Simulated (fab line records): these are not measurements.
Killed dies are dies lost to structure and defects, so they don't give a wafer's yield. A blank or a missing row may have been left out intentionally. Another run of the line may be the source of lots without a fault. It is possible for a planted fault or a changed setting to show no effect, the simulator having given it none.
Matching of chambers ; flow n5 finfet ; 3 sister chambers for N5_BEOL_M5_CURE_80 on uv cure-02
The step cures SiCOH lowk, time 120 s. 6 wafers are shown with their chamber, then 11 later ones without.

## WAFERS, EACH WITH ITS CHAMBER
wafer;chamber;wafer_temp_C_max;lamp power pct (%)
L091.3;0;371.7;52.36
L091.6;0;371.7;52.42
L089.6;1;371.6;52.25
L093.2;2;371.7;52.34
L093.5;2;371.4;52.30
L094.1;1;371.8;52.29

## WAFERS WITHOUT THEIR CHAMBER
wafer;wafer_temp_C_max;lamp power pct (%)
L094.2;371.3;52.28
L094.4;371.5;52.36
L095.1;372.2;52.24
L095.3;372.3;52.26
L095.6;372.3;52.38
L097.1;371.8;52.36
L097.4;372.3;52.42
L097.6;371.9;52.26
L096.2;372.0;52.39
L096.5;371.3;52.31
L096.6;371.5;52.26

## EACH ONE'S CHAMBER
wafer;from the rows above;in truth
L094.2;can't be placed: 2 or 1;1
L094.4;can't be placed: 2 or 0 or 1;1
L095.1;can't be placed: 1 or 2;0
L095.3;can't be placed: 1 or 2 or 0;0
L095.6;can't be placed: 0 or 1 or 2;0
L097.1;can't be placed: 0 or 2 or 1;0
L097.4;can't be placed: 0 or 2 or 1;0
L097.6;can't be placed: 1 or 2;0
L096.2;can't be placed: 0 or 2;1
L096.5;can't be placed: 2 or 1 or 0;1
L096.6;can't be placed: 1 or 2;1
Correctly placed: 0 of 11. Unplaceable from these rows: 11, with the true chamber sitting among the candidates in 8. Wrongly placed: 0.
How it was worked out, from the rows above alone: a wafer's distance from a chamber is the root of the sum, over the readings, of the square of ((its reading less the chamber's mean) divided by the reading's scatter). The wafer belongs to the nearest chamber; if the next one is less than 2 further off, it can't be placed. The mean given for a chamber averages the wafers shown for that chamber. The scatter: the root of (the sum of the squares of (reading less its chamber's mean) over the shown wafers, divided by (wafers less chambers)).
